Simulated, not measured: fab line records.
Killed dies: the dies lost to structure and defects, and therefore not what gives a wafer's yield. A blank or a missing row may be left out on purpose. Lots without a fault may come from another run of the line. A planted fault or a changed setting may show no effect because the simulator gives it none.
Chamber matching | flow n5 finfet | 4 sister chambers for N5_HKMG_FIN_ALD_79 on ald metal-04
The step deposits TiN, target thk 1.5 nm, pulse time 1 s, purge time 3 s. 4 wafers are shown with their chamber, then 7 later ones without.

WAFERS WITH THEIR CHAMBER
wafer  | chamber | heater power w (W)
L079.6 | 2       | 938
L083.6 | 3       | 907
L087.1 | 1       | 865
L087.3 | 0       | 892

WAFERS WITHOUT THEIR CHAMBER
wafer  | heater power w (W)
L087.6 | 877
L093.2 | 904
L093.4 | 851
L093.5 | 876
L094.2 | 886
L094.4 | 903
L094.5 | 903

THE CHAMBER EACH PASSED THROUGH
wafer  | from the rows above          | in truth
L087.6 | can't be placed: 1 or 0      | 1
L093.2 | can't be placed: 3 or 0      | 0
L093.4 | 1                            | 1
L093.5 | can't be placed: 1 or 0      | 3
L094.2 | can't be placed: 0 or 1 or 3 | 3
L094.4 | can't be placed: 3 or 0      | 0
L094.5 | can't be placed: 3 or 0      | 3
Correct placement for 1 of the 7. Not placeable from these rows: 6 (in 5, the candidates include the true chamber). Number placed wrongly: 0.
How it was worked out, from the rows above alone: a wafer's distance from a chamber is the root of the sum, over the readings, of the square of ((its reading less the chamber's mean) divided by the reading's scatter). The wafer belongs to the nearest chamber; if the next one is less than 2 further off, it can't be placed. A chamber's mean is the mean of its shown wafers. The scatter: with one shown wafer a chamber, the root of the mean of the squares of how far each hidden wafer lies from its nearest shown one.
